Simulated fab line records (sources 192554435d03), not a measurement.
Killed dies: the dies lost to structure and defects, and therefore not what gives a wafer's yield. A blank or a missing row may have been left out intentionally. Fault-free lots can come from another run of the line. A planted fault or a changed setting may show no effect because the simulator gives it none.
Split-lot experiment / flow n5-finfet / 7 lots, 39 wafers read, on a route of 1938 steps

== ON THE SPLIT ==
At N5_BEOL_M0_SAQP_ETCH_106 (etches SOC in N2/H2, stops on SiNx, target depth 150 nm), the setting target-depth-a was moved away from the recipe's 1500 angstrom on 6 of the 39 wafers read, by +34.4% to +43.7%. All remaining wafers had this setting at the recipe value.

No step appears in the file between the split and the reading.

== THE READING ==
SOC_of_BEOL_M0_SAQP_COAT_105.thk-nm (the simulator's own value, which no gauge read), in nm, at N5_BEOL_M0_SAQP_ETCH_107 (etches SiNx in CH3F/O2, target depth 30 nm). No usual value for it is given in the file. Average 13.5 nm, standard deviation 1.8 nm, over the 33 wafers here run with the recipe.

wafer=L075.1; tool, chamber at the split=rie-diel-06, 2; target-depth-a as run, angstrom=1500; against the recipe=recipe; SOC_of_BEOL_M0_SAQP_COAT_105.thk-nm, nm=13.2; against lot-mates on the recipe=-
wafer=L075.2; tool, chamber at the split=rie-diel-06, 1; target-depth-a as run, angstrom=1500; against the recipe=recipe; SOC_of_BEOL_M0_SAQP_COAT_105.thk-nm, nm=14.4; against lot-mates on the recipe=-
wafer=L075.3; tool, chamber at the split=rie-diel-06, 0; target-depth-a as run, angstrom=1500; against the recipe=recipe; SOC_of_BEOL_M0_SAQP_COAT_105.thk-nm, nm=12; against lot-mates on the recipe=-
wafer=L075.4; tool, chamber at the split=rie-diel-06, 3; target-depth-a as run, angstrom=1500; against the recipe=recipe; SOC_of_BEOL_M0_SAQP_COAT_105.thk-nm, nm=16.4; against lot-mates on the recipe=-
wafer=L075.5; tool, chamber at the split=rie-diel-06, 0; target-depth-a as run, angstrom=1500; against the recipe=recipe; SOC_of_BEOL_M0_SAQP_COAT_105.thk-nm, nm=13; against lot-mates on the recipe=-
wafer=L075.6; tool, chamber at the split=rie-diel-06, 1; target-depth-a as run, angstrom=1500; against the recipe=recipe; SOC_of_BEOL_M0_SAQP_COAT_105.thk-nm, nm=15.4; against lot-mates on the recipe=-
wafer=L076.1; tool, chamber at the split=rie-diel-02, 3,0; target-depth-a as run, angstrom=1500; against the recipe=recipe; SOC_of_BEOL_M0_SAQP_COAT_105.thk-nm, nm=14.6; against lot-mates on the recipe=-
wafer=L076.4; tool, chamber at the split=rie-diel-02, 3,0; target-depth-a as run, angstrom=1500; against the recipe=recipe; SOC_of_BEOL_M0_SAQP_COAT_105.thk-nm, nm=14.6; against lot-mates on the recipe=-
wafer=L076.2; tool, chamber at the split=rie-diel-02, 0,3; target-depth-a as run, angstrom=1500; against the recipe=recipe; SOC_of_BEOL_M0_SAQP_COAT_105.thk-nm, nm=14.2; against lot-mates on the recipe=-
wafer=L076.3; tool, chamber at the split=rie-diel-02, 0,3; target-depth-a as run, angstrom=1500; against the recipe=recipe; SOC_of_BEOL_M0_SAQP_COAT_105.thk-nm, nm=14; against lot-mates on the recipe=-
wafer=L076.5; tool, chamber at the split=rie-diel-02, 0; target-depth-a as run, angstrom=1500; against the recipe=recipe; SOC_of_BEOL_M0_SAQP_COAT_105.thk-nm, nm=15; against lot-mates on the recipe=-
wafer=L076.6; tool, chamber at the split=rie-diel-02, 3; target-depth-a as run, angstrom=1500; against the recipe=recipe; SOC_of_BEOL_M0_SAQP_COAT_105.thk-nm, nm=13.6; against lot-mates on the recipe=-
wafer=L085.1; tool, chamber at the split=rie-diel-06, 2; target-depth-a as run, angstrom=1500; against the recipe=recipe; SOC_of_BEOL_M0_SAQP_COAT_105.thk-nm, nm=13.2; against lot-mates on the recipe=-
wafer=L085.2; tool, chamber at the split=rie-diel-06, 1; target-depth-a as run, angstrom=2016; against the recipe=+34.4%; SOC_of_BEOL_M0_SAQP_COAT_105.thk-nm, nm=0; against lot-mates on the recipe=-13.9
wafer=L085.3; tool, chamber at the split=rie-diel-06, 3; target-depth-a as run, angstrom=2016; against the recipe=+34.4%; SOC_of_BEOL_M0_SAQP_COAT_105.thk-nm, nm=0; against lot-mates on the recipe=-13.9
wafer=L085.6; tool, chamber at the split=rie-diel-06, 0; target-depth-a as run, angstrom=2016; against the recipe=+34.4%; SOC_of_BEOL_M0_SAQP_COAT_105.thk-nm, nm=0; against lot-mates on the recipe=-13.9
wafer=L085.4; tool, chamber at the split=rie-diel-06, 0; target-depth-a as run, angstrom=1500; against the recipe=recipe; SOC_of_BEOL_M0_SAQP_COAT_105.thk-nm, nm=11.8; against lot-mates on the recipe=-
wafer=L085.5; tool, chamber at the split=rie-diel-06, 3; target-depth-a as run, angstrom=1500; against the recipe=recipe; SOC_of_BEOL_M0_SAQP_COAT_105.thk-nm, nm=16.6; against lot-mates on the recipe=-
wafer=L089.1; tool, chamber at the split=rie-diel-02, 3; target-depth-a as run, angstrom=1500; against the recipe=recipe; SOC_of_BEOL_M0_SAQP_COAT_105.thk-nm, nm=14.2; against lot-mates on the recipe=-
wafer=L089.2; tool, chamber at the split=rie-diel-02, 0; target-depth-a as run, angstrom=1500; against the recipe=recipe; SOC_of_BEOL_M0_SAQP_COAT_105.thk-nm, nm=14; against lot-mates on the recipe=-
wafer=L089.3; tool, chamber at the split=rie-diel-02, 1; target-depth-a as run, angstrom=1500; against the recipe=recipe; SOC_of_BEOL_M0_SAQP_COAT_105.thk-nm, nm=9.8; against lot-mates on the recipe=-
wafer=L092.1; tool, chamber at the split=rie-diel-06, 3; target-depth-a as run, angstrom=1500; against the recipe=recipe; SOC_of_BEOL_M0_SAQP_COAT_105.thk-nm, nm=15.6; against lot-mates on the recipe=-
wafer=L092.2; tool, chamber at the split=rie-diel-06, 1; target-depth-a as run, angstrom=1500; against the recipe=recipe; SOC_of_BEOL_M0_SAQP_COAT_105.thk-nm, nm=14; against lot-mates on the recipe=-
wafer=L092.3; tool, chamber at the split=rie-diel-06, 0; target-depth-a as run, angstrom=1500; against the recipe=recipe; SOC_of_BEOL_M0_SAQP_COAT_105.thk-nm, nm=12.8; against lot-mates on the recipe=-
wafer=L092.4; tool, chamber at the split=rie-diel-06, 1; target-depth-a as run, angstrom=1500; against the recipe=recipe; SOC_of_BEOL_M0_SAQP_COAT_105.thk-nm, nm=13.8; against lot-mates on the recipe=-
wafer=L092.5; tool, chamber at the split=rie-diel-06, 3; target-depth-a as run, angstrom=1500; against the recipe=recipe; SOC_of_BEOL_M0_SAQP_COAT_105.thk-nm, nm=15.8; against lot-mates on the recipe=-
wafer=L092.6; tool, chamber at the split=rie-diel-06, 0; target-depth-a as run, angstrom=1500; against the recipe=recipe; SOC_of_BEOL_M0_SAQP_COAT_105.thk-nm, nm=13.2; against lot-mates on the recipe=-
wafer=L095.1; tool, chamber at the split=rie-diel-02, 1; target-depth-a as run, angstrom=1500; against the recipe=recipe; SOC_of_BEOL_M0_SAQP_COAT_105.thk-nm, nm=9.8; against lot-mates on the recipe=-
wafer=L095.2; tool, chamber at the split=rie-diel-02, 3; target-depth-a as run, angstrom=1500; against the recipe=recipe; SOC_of_BEOL_M0_SAQP_COAT_105.thk-nm, nm=14; against lot-mates on the recipe=-
wafer=L095.3; tool, chamber at the split=rie-diel-02, 2; target-depth-a as run, angstrom=1500; against the recipe=recipe; SOC_of_BEOL_M0_SAQP_COAT_105.thk-nm, nm=13.4; against lot-mates on the recipe=-
wafer=L095.4; tool, chamber at the split=rie-diel-02, 0; target-depth-a as run, angstrom=1500; against the recipe=recipe; SOC_of_BEOL_M0_SAQP_COAT_105.thk-nm, nm=13.4; against lot-mates on the recipe=-
wafer=L095.5; tool, chamber at the split=rie-diel-02, 1; target-depth-a as run, angstrom=1500; against the recipe=recipe; SOC_of_BEOL_M0_SAQP_COAT_105.thk-nm, nm=9.6; against lot-mates on the recipe=-
wafer=L095.6; tool, chamber at the split=rie-diel-02, 2; target-depth-a as run, angstrom=1500; against the recipe=recipe; SOC_of_BEOL_M0_SAQP_COAT_105.thk-nm, nm=12.2; against lot-mates on the recipe=-
wafer=L097.1; tool, chamber at the split=rie-diel-05, 3,0,2; target-depth-a as run, angstrom=2156; against the recipe=+43.7%; SOC_of_BEOL_M0_SAQP_COAT_105.thk-nm, nm=0; against lot-mates on the recipe=-13.1
wafer=L097.3; tool, chamber at the split=rie-diel-05, 3,0,2; target-depth-a as run, angstrom=2156; against the recipe=+43.7%; SOC_of_BEOL_M0_SAQP_COAT_105.thk-nm, nm=0; against lot-mates on the recipe=-13.1
wafer=L097.4; tool, chamber at the split=rie-diel-05, 3,0,2; target-depth-a as run, angstrom=2156; against the recipe=+43.7%; SOC_of_BEOL_M0_SAQP_COAT_105.thk-nm, nm=0; against lot-mates on the recipe=-13.1
wafer=L097.2; tool, chamber at the split=rie-diel-05, 1; target-depth-a as run, angstrom=1500; against the recipe=recipe; SOC_of_BEOL_M0_SAQP_COAT_105.thk-nm, nm=13.6; against lot-mates on the recipe=-
wafer=L097.5; tool, chamber at the split=rie-diel-05, 3; target-depth-a as run, angstrom=1500; against the recipe=recipe; SOC_of_BEOL_M0_SAQP_COAT_105.thk-nm, nm=15.6; against lot-mates on the recipe=-
wafer=L097.6; tool, chamber at the split=rie-diel-05, 0; target-depth-a as run, angstrom=1500; against the recipe=recipe; SOC_of_BEOL_M0_SAQP_COAT_105.thk-nm, nm=10.2; against lot-mates on the recipe=-
Rows listing several chambers each stand for several wafers; the file does not say which wafer went through which chamber.

THE FIT
A straight line over all 39 wafers: SOC_of_BEOL_M0_SAQP_COAT_105.thk-nm changes by -0.341 nm for each +1% of target-depth-a; r = -0.94; the points scatter about the line by 1.8 nm.
The same after taking each lot's own level away (the mean of its wafers on the recipe; 39 wafers): -0.339 nm for each +1%; r = -0.95; scatter 1.7 nm.
Per that fit: largest target-depth-a move, reading shift of 15 nm.
Measured against the standard deviation above, the lots' own levels, which go from 12.07 to 14.33 nm, span 1.3 times it.
The two slopes agree, so the slope changes little with the lot-to-lot level.
Check: -15.3 nm against its lot-mates is what the line predicts for one of the wafers moved furthest among these (+43.7%) when that wafer is left out of the fit. Against them it came out at -13.1 nm.

== THESE WAFERS: OTHER SPLITS ==
Other splits were also applied to these wafers ahead of the reading. Each is held against what the fit with the lots' levels taken away leaves over:
other split on the same wafers=N5_SD_EPI_N_DEVELOP_08 develop-time-s; wafers away from the commonest value=12; r with SOC_of_BEOL_M0_SAQP_COAT_105.thk-nm (lot level and that fit taken away)=-0.07
other split on the same wafers=N5_HKMG_FIN_ETCH_55 time-s; wafers away from the commonest value=12; r with SOC_of_BEOL_M0_SAQP_COAT_105.thk-nm (lot level and that fit taken away)=+0.05
other split on the same wafers=N5_MOL_CONTACT_COAG_ETCHBACK_136 target-depth-a; wafers away from the commonest value=15; r with SOC_of_BEOL_M0_SAQP_COAT_105.thk-nm (lot level and that fit taken away)=-0.09

== THE WHOLE CHAIN: every reading that the file lists as answering this split, in the file's order ==
step=N5_BEOL_M0_SAQP_ETCH_106; what it does=etches SOC in N2/H2, stops on SiNx, target depth 150 nm; reading=SOC_of_BEOL_M0_SAQP_COAT_105.thk-nm (the simulator's own value, which no gauge read); change (the file's fit)=-0.605 nm for each +1% of the setting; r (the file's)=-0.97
step=N5_BEOL_M0_SAQP_ETCH_107; what it does=etches SiNx in CH3F/O2, target depth 30 nm; reading=SOC_of_BEOL_M0_SAQP_COAT_105.thk-nm (the simulator's own value, which no gauge read); change (the file's fit)=-0.34 nm for each +1% of the setting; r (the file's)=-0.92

== THE FILE'S OWN FIT ==
SOC_of_BEOL_M0_SAQP_COAT_105.thk-nm changes by -0.34 nm for each +1% of target-depth-a, r = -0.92.
